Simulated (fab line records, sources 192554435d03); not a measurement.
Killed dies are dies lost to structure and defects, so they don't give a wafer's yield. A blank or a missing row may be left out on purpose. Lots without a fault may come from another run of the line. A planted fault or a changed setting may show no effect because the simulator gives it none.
fab line records | flow n5_finfet
record lots=24 wafers=72 last_day=17
route steps=1938 shown BEOL_M5@1137
lots that met no fault: from a run of the same line without faults
start_h: hours from the record's first day to the start of the lot's first wafer shown | wait_h: hours since the lot's step before | " the same as in the row above | L1.1+2: a row that stands for several wafers | - no value, or no start given | * or withheld: withheld | < > ~ a bound
route shown NAME@n: a module of which the file shows steps, and the number in the route of the first | usual: mean/standard deviation of fault-free wafers | same: alike in all rows | chamber/n: place in a boat | sites: the reading at each site | _std_site: their standard deviation | _edge_site: outer sites' mean less inner sites' | radius_mm: how far each site lies from the wafer's centre | mask NAME#n: copy n | behind: the tool/chamber that last shaped the wafer | hold: why the lot was held/for how many hours/how that ended | device: the transistor (n, p or np) that didn't switch | end of line: the same wafers' tests at the end of the route | a step without rows: its recipe alone | killed: dies lost to structure and defects at the first sort, not the wafer's yield | map: a wafer's dies, x killed, . not, _ none there
set.NAME: the setting as run; set.NAME@STEP: as run at that earlier step | model.NAME: the simulator's own value behind a step, which no gauge read
steps of the route over a sample of lots; a table a step, a row a wafer
services: from which hour (start_h, from the record's first day; less than 0 if before it) a tool's chamber was out of use, for how many hours, and why
## steps
# step N5_BEOL_M5_STRIP_19
# recipe chemistry=O2 power_w=400 temp_c=40 pressure_mtorr=30 rf_frequency_hz=6e+07 bias_power_w=0 overash_fraction=0.2 o2_flow_sccm=225
# usual drypump_motor_current_A=5.87/0.29 oes_product_au=0.79/0.079 rf_vpp_V=3.6/0.49 showerhead_plenum_p_Torr=2.09/0.055 throttle_valve_pct=16.64/0.23
# columns lot.wafer tool chamber start_h wait_h drypump_motor_current_A oes_product_au rf_hours_counter_h rf_vpp_V showerhead_plenum_p_Torr throttle_valve_pct
L075.2 rie_diel-01 0 166.24 0.3 6.11 0.99 1 3.6 2.13 16.19
L075.5 " 3 " " 5.91 0.77 - 3.8 2.02 16.83
L075.6 " 2 " " 5.65 0.92 - 3.9 2.12 16.28
L074.2 rie_diel-02 0 172.38 0.1 5.60 0.73 184 4.0 2.17 16.76
L074.4 " 2 " " 6.09 0.67 - 3.7 1.99 16.97
L074.6 " 2 " " 6.09 0.67 - 4.2 1.99 16.98
L076.3 rie_diel-02 1 185.78 0.1 6.55 0.71 174 4.1 2.05 16.63
L076.4 " 1 " " 6.56 0.71 - 3.2 2.05 16.64
L076.5 " 0 " " 5.55 0.71 - 3.6 2.17 16.75
L077.1 rie_diel-01 3 188.80 0.1 5.90 0.74 177 3.9 2.02 16.86
L077.2 " 1 " " 6.20 0.77 131 3.1 2.08 16.38
L077.5 " 1 " " 6.23 0.78 - 3.1 2.08 16.38
L078.1 rie_diel-01 3 192.80 0.1 5.93 0.74 179 3.1 2.02 16.86
L078.4 " 1 " " 6.20 0.77 132 3.7 2.08 16.40
L078.6 " 0 " " 6.08 0.93 - 4.1 2.13 16.22
L080.2 rie_diel-05 0 199.56 0.1 5.51 0.75 202 3.4 2.06 16.78
L080.4 " 3 " " 6.09 0.73 - 4.5 2.15 16.66
L080.5 " 2 " " 5.72 0.87 - 4.2 2.07 16.55
L079.2 rie_diel-05 2 200.02 0.1 5.73 0.87 48 2.8 2.07 16.55
L079.4 " 0 " " 5.55 0.75 - 4.0 2.06 16.77
L079.6 " 3 " " 6.09 0.74 - 3.9 2.15 16.64
L081.4 rie_diel-05 2 216.50 0.2 5.72 0.86 53 3.4 2.07 16.55
L081.5 " 1 " " 5.53 0.78 - 3.6 2.03 16.95
L081.6 " 2 " " 5.73 0.86 - 3.6 2.07 16.56
L082.3 rie_diel-01 0 224.08 0.1 6.11 0.92 19 3.9 2.13 16.22
L082.5 " 1 " " 6.19 0.77 - 3.8 2.07 16.42
L082.6 " 0 " " 6.10 0.92 - 4.0 2.13 16.24
L083.3 rie_diel-05 2 225.05 0.1 5.72 0.86 55 3.3 2.07 16.57
L083.4 " 3 " " 6.12 0.73 194 3.4 2.14 16.67
L083.6 " 0 " " 5.53 0.75 - 3.0 2.06 16.80
L085.2 rie_diel-05 1 233.55 0.1 5.52 0.77 157 3.1 2.02 16.97
L085.3 " 0 " " 5.57 0.74 212 4.7 2.06 16.81
L085.6 " 3 " " 6.10 0.72 - 3.2 2.14 16.69
L084.1 rie_diel-05 1 233.84 0.1 5.49 0.77 157 2.9 2.02 16.97
L084.3 " 3 " " 6.08 0.73 196 3.2 2.14 16.67
L084.4 " 0 " " 5.56 0.75 212 3.8 2.06 16.80
L086.2 rie_diel-05 1 246.10 0.1 5.51 0.76 162 3.9 2.02 16.97
L086.3 " 0 " " 5.55 0.74 216 2.8 2.06 16.80
L086.6 " 0 " " 5.55 0.73 - 3.4 2.06 16.81
L087.2 rie_diel-05 2 248.16 0.1 5.72 0.85 62 3.5 2.06 16.58
L087.4 " 0 " " 5.53 0.75 217 4.3 2.06 16.80
L087.6 " 3 " " 6.08 0.73 - 3.1 2.14 16.68
L089.1 rie_diel-01 0 270.12 0.2 6.07 0.88 32 3.7 2.12 16.25
L089.4 " 1 " " 6.22 0.75 154 3.4 2.07 16.45
L089.6 " 2 " " 5.60 0.85 - 3.2 2.11 16.33
L088.2 rie_diel-01 3 271.94 0.4 5.91 0.73 202 4.0 2.01 16.90
L088.4 " 2 " " 5.59 0.85 56 3.3 2.11 16.32
L088.6 " 3 " " 5.89 0.72 - 3.8 2.01 16.90
L090.2 rie_diel-05 2 279.32 0.1 5.72 0.84 72 3.9 2.06 16.59
L090.4 " 1 " " 5.51 0.76 172 3.1 2.02 16.98
L090.6 " 3 " " 6.10 0.72 - 4.0 2.14 16.70
L091.3 rie_diel-01 1 279.85 0.1 6.23 0.74 157 3.2 2.07 16.44
L091.4 " 3 " " 5.91 0.72 204 3.4 2.01 16.88
L091.6 " 2 " " 5.62 0.85 - 3.0 2.11 16.32
L093.4 rie_diel-02 3 286.36 0.1 6.08 0.91 36 4.4 2.12 16.76
L093.5 " 3 " " 6.08 0.91 - 3.7 2.12 16.75
L093.6 " 0 " " 5.58 0.70 - 2.8 2.16 16.79
L092.1 rie_diel-02 3 294.34 0.1 6.08 0.90 38 3.3 2.12 16.76
L092.3 " 1 " " 6.56 0.70 205 3.2 2.04 16.67
L092.4 " 2 " " 6.12 0.91 29 3.4 2.24 16.59
L094.1 rie_diel-01 0 295.94 0.1 6.08 0.88 39 3.8 2.12 16.24
L094.4 " 2 " " 5.60 0.84 64 3.4 2.10 16.34
L094.6 " 2 " " 5.59 0.85 - 4.6 2.10 16.35
L095.2 rie_diel-02 0 302.44 0.1 5.59 0.70 220 4.2 2.16 16.82
L095.5 " 3 " " 6.11 0.91 - 3.6 2.12 16.76
L095.6 " 0 " " 5.60 0.70 - 4.5 2.16 16.81
L096.2 rie_diel-01 1 305.12 0.2 6.19 0.74 165 3.2 2.06 16.45
L096.4 " 2 " " 5.55 0.85 66 4.4 2.10 16.35
L096.5 " 1 " " 6.21 0.75 - 3.3 2.06 16.46
L097.2 rie_diel-05 0 311.05 0.1 5.57 0.73 234 3.8 2.05 16.84
L097.5 " 0 " " 5.56 0.73 - 4.5 2.05 16.84
L097.6 " 3 " " 6.12 0.70 - 3.9 2.13 16.72
# step N5_BEOL_M5_CD_MEAS_18
# recipe pitch_nm=56 target_cd_nm=28
# usual cd_nm=28.2/0.52
# columns lot.wafer tool chamber start_h wait_h cd_nm
L075.2 cd_sem-03 - 166.31 0.1 27.5
L075.5 " - " " 28.0
L075.6 " - " " 28.6
L074.2 cd_sem-01 - 172.47 0.1 28.0
L074.4 " - " " 28.4
L074.6 " - " " 27.6
L076.3 cd_sem-03 - 185.86 0.1 28.6
L076.4 " - " " 28.7
L076.5 " - " " 28.8
L077.1 cd_sem-01 - 188.87 0.0 28.0
L077.2 " - " " 28.2
L077.5 " - " " 28.9
L078.1 cd_sem-01 - 192.87 0.0 28.5
L078.4 " - " " 28.4
L078.6 " - " " 27.6
L080.2 cd_sem-01 - 199.63 0.1 27.8
L080.4 " - " " 28.5
L080.5 " - " " 29.4
L079.2 cd_sem-01 - 200.09 0.1 28.3
L079.4 " - " " 27.6
L079.6 " - " " 28.6
L081.4 cd_sem-02 - 216.57 0.1 28.2
L081.5 " - " " 29.1
L081.6 " - " " 28.6
L082.3 cd_sem-02 - 224.15 0.1 27.9
L082.5 " - " " 28.6
L082.6 " - " " 27.7
L083.3 cd_sem-02 - 225.12 0.1 28.6
L083.4 " - " " 27.7
L083.6 " - " " 28.7
L085.2 cd_sem-01 - 233.62 0.1 28.3
L085.3 " - " " 28.0
L085.6 " - " " 27.9
L084.1 cd_sem-01 - 233.91 0.0 28.4
L084.3 " - " " 28.8
L084.4 " - " " 29.1
L086.2 cd_sem-02 - 246.17 0.1 27.8
L086.3 " - " " 28.0
L086.6 " - " " 28.5
L087.2 cd_sem-02 - 248.23 0.1 28.3
L087.4 " - " " 27.7
L087.6 " - " " 28.6
L089.1 cd_sem-02 - 270.19 0.0 29.0
L089.4 " - " " 28.8
L089.6 " - " " 28.6
L088.2 cd_sem-02 - 272.01 0.1 29.0
L088.4 " - " " 27.6
L088.6 " - " " 27.9
L090.2 cd_sem-03 - 279.39 0.1 27.7
L090.4 " - " " 27.3
L090.6 " - " " 27.5
L091.3 cd_sem-01 - 279.92 0.1 28.4
L091.4 " - " " 28.3
L091.6 " - " " 28.5
L093.4 cd_sem-01 - 286.43 0.1 28.6
L093.5 " - " " 28.8
L093.6 " - " " 28.2
L092.1 cd_sem-03 - 294.41 0.0 27.8
L092.3 " - " " 27.8
L092.4 " - " " 28.3
L094.1 cd_sem-03 - 296.01 0.0 28.5
L094.4 " - " " 27.8
L094.6 " - " " 28.0
L095.2 cd_sem-01 - 302.51 0.1 27.9
L095.5 " - " " 28.4
L095.6 " - " " 27.9
L096.2 cd_sem-01 - 305.19 0.1 28.8
L096.4 " - " " 27.6
L096.5 " - " " 27.6
L097.2 cd_sem-02 - 311.13 0.1 26.9
L097.5 " - " " 28.0
L097.6 " - " " 27.5
# step N5_BEOL_M5_VIA_ETCH_34
# recipe chemistry=C4F6/O2 target=SiCOH_lowk target_depth_a=883 mask_material=SOC taper_deg=4 time_s=39.2 ion_energy_ev=250 pressure_mtorr=30 source_w=345 bias_w=185 Ar_flow_sccm=300 C4F6_flow_sccm=10 O2_flow_sccm=10
# usual bias_w=185.0/0.58 drypump_motor_current_A=5.9/0.3 oes_product_au=0.80/0.085 rf_vpp_V=662/20 showerhead_plenum_p_Torr=2.83/0.081 throttle_valve_pct=20.84/0.18
# columns lot.wafer tool chamber start_h wait_h bias_w drypump_motor_current_A oes_product_au rf_hours_counter_h rf_vpp_V showerhead_plenum_p_Torr throttle_valve_pct
L075.2 rie_diel-05 0 167.52 0.0 186.2 5.5 0.74 191 706 2.81 20.93
L075.5 " 0 " " 185.4 5.6 0.74 - 707 2.81 20.93
L075.6 " 1 " " 185.3 5.5 0.79 - 658 2.71 20.90
L074.2 rie_diel-05 2 173.21 0.0 184.1 5.7 0.88 38 628 2.79 20.68
L074.4 " 3 " " 183.4 6.1 0.73 177 676 2.90 20.75
L074.6 " 2 " " 184.5 5.7 0.88 - 627 2.79 20.69
L076.3 rie_diel-05 1 187.25 0.0 185.7 5.5 0.79 146 659 2.71 20.93
L076.4 " 3 " " 184.3 6.1 0.73 182 677 2.90 20.74
L076.5 " 2 " " 184.9 5.7 0.88 - 625 2.79 20.69
L077.1 rie_diel-02 1 190.56 0.0 184.9 6.6 0.71 176 650 2.83 21.01
L077.2 " 3 " " 184.7 6.1 0.97 7 638 2.92 21.11
L077.5 " 1 " " 184.6 6.6 0.72 - 651 2.83 21.01
L078.1 rie_diel-02 3 193.70 0.0 184.9 6.1 0.98 9 640 2.92 21.12
L078.4 " 1 " " 185.1 6.6 0.72 - 649 2.83 21.03
L078.6 " 3 " " 184.4 6.1 0.97 - 640 2.92 21.11
L080.2 rie_diel-01 0 200.30 0.0 185.1 6.1 0.93 12 671 2.91 20.53
L080.4 " 3 " " 185.1 5.9 0.72 181 657 2.73 21.01
L080.5 " 0 " " 185.2 6.1 0.93 - 670 2.91 20.53
L079.2 rie_diel-01 1 200.86 0.0 184.6 6.2 0.78 134 666 2.85 20.69
L079.4 " 3 " " 185.0 5.9 0.72 181 657 2.73 20.99
L079.6 " 3 " " 184.9 5.9 0.71 - 657 2.73 21.00
L081.4 rie_diel-01 2 217.72 0.0 185.2 5.6 0.87 41 670 2.90 20.67
L081.5 " 1 " " 184.5 6.2 0.77 - 666 2.85 20.68
L081.6 " 0 " " 185.9 6.1 0.91 - 669 2.91 20.52
L082.3 rie_diel-05 3 226.34 0.0 184.6 6.1 0.72 194 679 2.90 20.77
L082.5 " 1 " " 185.8 5.5 0.78 - 656 2.71 20.93
L082.6 " 0 " " 184.9 5.6 0.73 - 705 2.80 20.94
L083.3 rie_diel-02 0 226.65 0.0 184.8 5.6 0.72 198 640 2.91 20.83
L083.4 " 2 " " 184.9 6.2 0.94 10 659 3.00 20.58
L083.6 " 2 " " 184.8 6.2 0.95 - 662 3.00 20.58
L085.2 rie_diel-01 1 234.36 0.0 184.8 6.2 0.76 145 665 2.84 20.72
L085.3 " 0 " " 184.7 6.1 0.89 22 669 2.90 20.56
L085.6 " 2 " " 184.7 5.6 0.86 - 671 2.90 20.69
L084.1 rie_diel-05 2 237.13 0.0 184.3 5.7 0.86 58 626 2.78 20.72
L084.3 " 1 " " 185.1 5.5 0.78 158 657 2.70 20.93
L084.4 " 3 " " 184.9 6.1 0.73 197 676 2.89 20.76
L086.2 rie_diel-02 1 247.14 0.0 185.8 6.6 0.70 192 649 2.82 21.05
L086.3 " 3 " " 184.9 6.1 0.93 24 639 2.91 21.13
L086.6 " 2 " " 184.8 6.1 0.93 - 660 3.00 20.61
L087.2 rie_diel-01 0 251.20 0.0 185.0 6.1 0.90 27 669 2.90 20.54
L087.4 " 1 " " 185.9 6.2 0.76 149 665 2.84 20.70
L087.6 " 2 " " 185.8 5.6 0.87 - 672 2.90 20.70
L089.1 rie_diel-01 3 273.19 0.0 184.4 5.9 0.70 203 657 2.72 21.03
L089.4 " 2 " " 185.2 5.6 0.85 57 672 2.89 20.71
L089.6 " 0 " " 185.0 6.1 0.88 - 672 2.90 20.56
L088.2 rie_diel-05 1 273.63 0.0 185.0 5.5 0.76 170 656 2.70 20.97
L088.4 " 0 " " 185.0 5.5 0.72 225 707 2.80 20.98
L088.6 " 1 " " 184.7 5.5 0.76 - 657 2.70 20.95
L091.3 rie_diel-05 3 281.92 0.0 184.4 6.1 0.70 211 678 2.89 20.79
L091.4 " 1 " " 185.2 5.5 0.77 172 658 2.70 20.95
L091.6 " 0 " " 185.9 5.5 0.71 - 706 2.80 20.99
L090.2 rie_diel-01 3 281.99 0.0 183.7 5.9 0.70 205 658 2.72 21.04
L090.4 " 1 " " 185.4 6.2 0.75 158 665 2.84 20.72
L090.6 " 2 " " 185.8 5.6 0.85 - 672 2.89 20.72
L093.4 rie_diel-05 2 287.24 0.0 185.6 5.7 0.84 74 627 2.77 20.72
L093.5 " 1 " " 183.2 5.5 0.75 - 656 2.70 20.96
L093.6 " 0 " " 185.6 5.5 0.71 - 705 2.80 20.99
L094.1 rie_diel-02 1 297.82 0.0 184.3 6.5 0.69 206 647 2.82 21.05
L094.4 " 2 " " 184.8 6.1 0.90 30 661 2.99 20.60
L094.6 " 0 " " 185.4 5.6 0.69 - 641 2.90 20.86
L092.1 rie_diel-01 3 298.00 0.0 185.8 5.9 0.70 207 656 2.72 21.04
L092.3 " 2 " " 185.2 5.6 0.85 64 671 2.89 20.74
L092.4 " 0 " " 184.8 6.1 0.87 40 670 2.90 20.55
L095.2 rie_diel-01 3 303.51 0.0 184.7 5.9 0.70 208 657 2.72 21.04
L095.5 " 0 " " 185.0 6.1 0.86 - 669 2.89 20.57
L095.6 " 1 " " 185.1 6.2 0.75 - 666 2.84 20.74
L096.2 rie_diel-05 3 307.38 0.0 185.2 6.1 0.69 217 676 2.89 20.80
L096.4 " 0 " " 184.5 5.5 0.72 234 704 2.79 20.99
L096.5 " 2 " " 184.6 5.7 0.82 - 626 2.77 20.75
L097.2 rie_diel-01 1 311.80 0.0 184.6 6.2 0.75 167 666 2.83 20.73
L097.5 " 0 " " 184.9 6.1 0.86 - 670 2.89 20.57
L097.6 " 3 " " 185.3 5.9 0.70 - 658 2.72 21.06
# step N5_BEOL_M5_STRIP_91
# recipe chemistry=N2/H2 time_s=10 power_w=450 temp_c=40 pressure_mtorr=20 rf_frequency_hz=6e+07 bias_power_w=7 n2_flow_sccm=200 h2_flow_sccm=200
# usual drypump_motor_current_A=5.9/0.31 oes_product_au=0.80/0.084 rf_vpp_V=59.2/0.89 showerhead_plenum_p_Torr=2.54/0.077 throttle_valve_pct=23.73/0.26
# columns lot.wafer tool chamber start_h wait_h drypump_motor_current_A oes_product_au rf_hours_counter_h rf_vpp_V showerhead_plenum_p_Torr throttle_valve_pct
L075.2 rie_diel-05 0 - - 5.6 0.76 192 60.3 2.53 23.83
L075.5 " 0 " " 5.6 0.76 - 59.7 2.53 23.84
L075.6 " 1 " " 5.5 0.79 - 59.0 2.47 24.27
L074.2 rie_diel-05 2 - - 5.7 0.89 39 58.3 2.47 23.80
L074.4 " 3 " " 6.1 0.75 177 58.9 2.62 23.74
L074.6 " 2 " " 5.7 0.89 - 58.2 2.47 23.80
L076.3 rie_diel-05 1 - - 5.5 0.78 146 57.8 2.47 24.28
L076.4 " 3 " " 6.1 0.74 182 59.6 2.62 23.75
L076.5 " 2 " " 5.7 0.87 - 59.2 2.47 23.80
L077.1 rie_diel-02 1 - - 6.6 0.72 177 59.4 2.53 23.75
L077.2 " 3 " " 6.1 0.98 7 59.3 2.58 23.45
L077.5 " 1 " " 6.6 0.72 - 60.0 2.53 23.75
L078.1 rie_diel-02 3 - - 6.1 0.97 9 59.1 2.58 23.45
L078.4 " 1 " " 6.6 0.71 - 58.5 2.53 23.74
L078.6 " 3 " " 6.1 0.97 - 58.9 2.58 23.45
L080.2 rie_diel-01 0 - - 6.1 0.94 12 59.4 2.61 23.51
L080.4 " 3 " " 5.9 0.74 181 59.3 2.42 23.64
L080.5 " 0 " " 6.1 0.94 - 60.4 2.61 23.51
L079.2 rie_diel-01 1 - - 6.2 0.78 134 59.1 2.54 23.36
L079.4 " 3 " " 5.9 0.75 182 59.1 2.42 23.63
L079.6 " 3 " " 5.9 0.75 - 58.9 2.42 23.62
L081.4 rie_diel-01 2 - - 5.6 0.87 41 60.8 2.58 23.53
L081.5 " 1 " " 6.2 0.77 - 60.3 2.54 23.36
L081.6 " 0 " " 6.1 0.93 - 59.9 2.61 23.50
L082.3 rie_diel-05 3 - - 6.1 0.73 194 58.7 2.61 23.76
L082.5 " 1 " " 5.5 0.78 - 59.9 2.47 24.28
L082.6 " 0 " " 5.5 0.74 - 60.9 2.52 23.89
L083.3 rie_diel-02 0 - - 5.6 0.72 198 58.5 2.64 23.81
L083.4 " 2 " " 6.2 0.96 10 60.5 2.74 24.08
L083.6 " 2 " " 6.2 0.96 - 60.7 2.74 24.07
L085.2 rie_diel-01 1 - - 6.2 0.76 145 59.0 2.54 23.36
L085.3 " 0 " " 6.1 0.91 22 58.0 2.60 23.50
L085.6 " 2 " " 5.6 0.86 - 59.0 2.58 23.54
L084.1 rie_diel-05 2 - - 5.7 0.86 58 59.5 2.47 23.81
L084.3 " 1 " " 5.5 0.77 158 58.9 2.47 24.29
L084.4 " 3 " " 6.1 0.72 197 60.7 2.61 23.77
L086.2 rie_diel-02 1 - - 6.6 0.70 192 60.5 2.53 23.75
L086.3 " 3 " " 6.1 0.92 24 60.3 2.57 23.46
L086.6 " 2 " " 6.1 0.94 - 59.9 2.74 24.09
L087.2 rie_diel-01 0 - - 6.1 0.90 27 59.4 2.60 23.51
L087.4 " 1 " " 6.2 0.75 149 59.4 2.54 23.36
L087.6 " 2 " " 5.5 0.86 - 60.0 2.58 23.55
L089.1 rie_diel-01 3 - - 5.9 0.72 203 57.5 2.41 23.66
L089.4 " 2 " " 5.6 0.85 57 59.7 2.58 23.55
L089.6 " 0 " " 6.1 0.90 - 58.7 2.60 23.53
L088.2 rie_diel-05 1 - - 5.5 0.75 171 57.8 2.46 24.30
L088.4 " 0 " " 5.6 0.73 225 58.6 2.52 23.88
L088.6 " 1 " " 5.5 0.75 - 59.5 2.46 24.32
L091.3 rie_diel-05 3 - - 6.1 0.72 211 59.3 2.61 23.77
L091.4 " 1 " " 5.5 0.76 172 60.2 2.46 24.32
L091.6 " 0 " " 5.6 0.73 - 60.7 2.52 23.87
L090.2 rie_diel-01 3 - - 5.9 0.72 205 58.7 2.41 23.65
L090.4 " 1 " " 6.2 0.74 158 61.5 2.53 23.40
L090.6 " 2 " " 5.5 0.86 - 59.8 2.58 23.57
L093.4 rie_diel-05 2 - - 5.7 0.83 74 58.9 2.46 23.81
L093.5 " 1 " " 5.5 0.76 - 58.4 2.46 24.33
L093.6 " 0 " " 5.6 0.73 - 58.1 2.52 23.90
L094.1 rie_diel-02 1 - - 6.6 0.69 206 59.5 2.52 23.77
L094.4 " 2 " " 6.1 0.91 30 59.3 2.73 24.10
L094.6 " 0 " " 5.6 0.70 - 60.1 2.63 23.84
L092.1 rie_diel-01 3 - - 5.9 0.72 207 58.7 2.41 23.66
L092.3 " 2 " " 5.6 0.84 64 58.1 2.57 23.56
L092.4 " 0 " " 6.1 0.87 40 60.5 2.60 23.52
L095.2 rie_diel-01 3 - - 5.9 0.71 208 58.9 2.40 23.67
L095.5 " 0 " " 6.1 0.86 - 58.3 2.60 23.55
L095.6 " 1 " " 6.2 0.73 - 59.2 2.53 23.39
L096.2 rie_diel-05 3 - - 6.1 0.71 217 59.1 2.60 23.78
L096.4 " 0 " " 5.6 0.73 234 59.7 2.51 23.89
L096.5 " 2 " " 5.7 0.82 - 59.6 2.46 23.84
L097.2 rie_diel-01 1 - - 6.2 0.74 167 57.8 2.53 23.41
L097.5 " 0 " " 6.1 0.85 - 58.3 2.59 23.54
L097.6 " 3 " " 5.9 0.72 - 58.3 2.40 23.66
# step N5_BEOL_M5_ANNEAL_84
# recipe temp_c=400 time_s=1800 ambient=vacuum
# usual heater_power_w=815/89
# columns lot.wafer tool chamber start_h wait_h heater_power_w
L075.2 pvd_sputter-03 - 171.29 0.0 791
L075.5 " - " " 719
L075.6 " - " " 807
L074.2 pvd_sputter-01 - 178.35 0.0 930
L074.4 " - " " 692
L074.6 " - " " 751
L076.3 pvd_sputter-02 - 191.39 0.0 1010
L076.4 " - " " 865
L076.5 " - " " 876
L077.1 pvd_sputter-01 - 195.73 0.0 930
L077.2 " - " " 832
L077.5 " - " " 926
L078.1 pvd_sputter-03 - 200.01 0.0 744
L078.4 " - " " 801
L078.6 " - " " 791
L080.2 pvd_sputter-02 - 204.58 0.0 775
L080.4 " - " " 1004
L080.5 " - " " 848
L079.2 pvd_sputter-03 - 205.13 0.0 760
L079.4 " - " " 700
L079.6 " - " " 806
L081.4 pvd_sputter-02 - 221.53 0.0 783
L081.5 " - " " 743
L081.6 " - " " 844
L082.3 pvd_sputter-01 - 230.51 0.0 932
L082.5 " - " " 755
L082.6 " - " " 834
L083.3 pvd_sputter-02 - 231.19 0.0 1015
L083.4 " - " " 877
L083.6 " - " " 999
L085.2 pvd_sputter-02 - 239.21 0.0 768
L085.3 " - " " 866
L085.6 " - " " 1004
L084.1 pvd_sputter-03 - 250.49 0.0 726
L084.3 " - " " 726
L084.4 " - " " 781
L086.2 pvd_sputter-01 - 250.77 0.0 680
L086.3 " - " " 848
L086.6 " - " " 691
L087.2 pvd_sputter-01 - 255.84 0.0 949
L087.4 " - " " 815
L087.6 " - " " 754
L089.1 pvd_sputter-01 - 277.19 0.0 922
L089.4 " - " " 825
L089.6 " - " " 775
L088.2 pvd_sputter-03 - 277.40 0.0 742
L088.4 " - " " 837
L088.6 " - " " 705
L090.2 pvd_sputter-02 - 286.96 0.0 758
L090.4 " - " " 871
L090.6 " - " " 847
L091.3 pvd_sputter-01 - 287.34 0.0 771
L091.4 " - " " 831
L091.6 " - " " 905
L093.4 pvd_sputter-02 - 292.10 0.0 1006
L093.5 " - " " 747
L093.6 " - " " 850
L094.1 pvd_sputter-02 - 301.58 0.0 984
L094.4 " - " " 866
L094.6 " - " " 840
L092.1 pvd_sputter-03 - 301.94 0.0 799
L092.3 " - " " 821
L092.4 " - " " 733
L095.2 pvd_sputter-03 - 309.07 0.0 756
L095.5 " - " " 707
L095.6 " - " " 741
L096.2 pvd_sputter-01 - 312.66 0.0 924
L096.4 " - " " 682
L096.5 " - " " 680
L097.2 pvd_sputter-01 - 317.09 0.0 835
L097.5 " - " " 773
L097.6 " - " " 855
# step N5_BEOL_M5_THK_MEAS_53
# recipe thk_meas_gauge=xrf reads=Cu_of_BEOL_M5_ECD_50
# usual M5_THK=60.8/2.1
# columns lot.wafer tool chamber start_h wait_h M5_THK[nm]
L075.2 film_metro-01 - 180.84 - 61.0
L075.5 " - " " 60.1
L075.6 " - " " 64.8
L074.2 film_metro-01 - 181.30 - 58.3
L074.4 " - " " 57.3
L074.6 " - " " 59.9
L076.3 film_metro-01 - 194.28 - 61.2
L076.4 " - " " 56.6
L076.5 " - " " 59.8
L077.1 film_metro-01 - 198.91 - 57.4
L077.2 " - " " 60.7
L077.5 " - " " 56.9
L078.1 film_metro-02 - 202.90 - 63.9
L078.4 " - " " 57.0
L078.6 " - " " 60.7
L080.2 film_metro-02 - 207.47 - 59.4
L080.4 " - " " 59.0
L080.5 " - " " 60.2
L079.2 film_metro-01 - 208.02 - 61.8
L079.4 " - " " 60.4
L079.6 " - " " 60.5
L081.4 film_metro-01 - 224.81 - 59.7
L081.5 " - " " 65.8
L081.6 " - " " 65.7
L082.3 film_metro-01 - 233.68 - 57.8
L082.5 " - " " 64.8
L082.6 " - " " 59.3
L083.3 film_metro-02 - 234.08 - 61.9
L083.4 " - " " 62.4
L083.6 " - " " 62.0
L085.2 film_metro-01 - 242.18 - 63.2
L085.3 " - " " 61.0
L085.6 " - " " 60.5
L084.1 film_metro-02 - 253.65 - 58.9
L084.3 " - " " 62.5
L084.4 " - " " 60.5
L086.2 film_metro-01 - 253.66 - 57.3
L086.3 " - " " 64.7
L086.6 " - " " 62.5
L087.2 film_metro-01 - 259.38 - 63.4
L087.4 " - " " 61.5
L087.6 " - " " 62.1
L089.1 film_metro-02 - 280.07 - 58.3
L089.4 " - " " 58.8
L089.6 " - " " 61.4
L088.2 film_metro-02 - 280.30 - 65.5
L088.4 " - " " 60.0
L088.6 " - " " 62.9
L090.2 film_metro-01 - 289.85 - 59.9
L090.4 " - " " 61.0
L090.6 " - " " 58.1
L091.3 film_metro-02 - 290.24 - 58.0
L091.4 " - " " 63.0
L091.6 " - " " 58.9
L093.4 film_metro-01 - 294.99 - 59.3
L093.5 " - " " 60.9
L093.6 " - " " 60.5
L094.1 film_metro-02 - 304.47 - 58.6
L094.4 " - " " 63.2
L094.6 " - " " 58.9
L092.1 film_metro-01 - 304.84 - 58.3
L092.3 " - " " 61.4
L092.4 " - " " 63.1
L095.2 film_metro-02 - 311.96 - 58.1
L095.5 " - " " 61.4
L095.6 " - " " 62.6
L096.2 film_metro-01 - 315.70 - 61.5
L096.4 " - " " 61.6
L096.5 " - " " 60.7
L097.2 film_metro-01 - 320.44 0.2 62.0
L097.5 " - " " 62.7
L097.6 " - " " 60.3
## services
# columns tool chamber start_h hours kind
rie_diel-01 0 143.24 - clean
rie_diel-01 0 143.24 - consumable_replace:focus_ring
rie_diel-01 0 143.24 20.1 scheduled_down
rie_diel-01 0 143.24 20.1 vent_cycle
rie_diel-02 3 154.69 - clean
rie_diel-02 3 154.69 - consumable_replace:focus_ring
rie_diel-02 3 154.69 18.8 scheduled_down
rie_diel-02 3 154.69 18.8 vent_cycle
rie_diel-02 1 166.73 11.3 repair
rie_diel-01 - 169.77 0.6 repair
rie_diel-02 2 178.35 - clean
rie_diel-02 2 178.35 - consumable_replace:focus_ring
rie_diel-02 2 178.35 - consumable_replace:showerhead
rie_diel-02 2 178.35 19.3 scheduled_down
rie_diel-02 2 178.35 19.3 vent_cycle
rie_diel-02 1 179.29 2.0 repair
rie_diel-02 0 186.27 8.8 repair
rie_diel-05 1 197.71 7.7 repair
rie_diel-02 1 230.86 7.7 repair
rie_diel-02 2 237.49 1.5 repair
rie_diel-01 - 271.14 0.8 repair
rie_diel-05 2 301.90 1.7 repair
## key
fault none
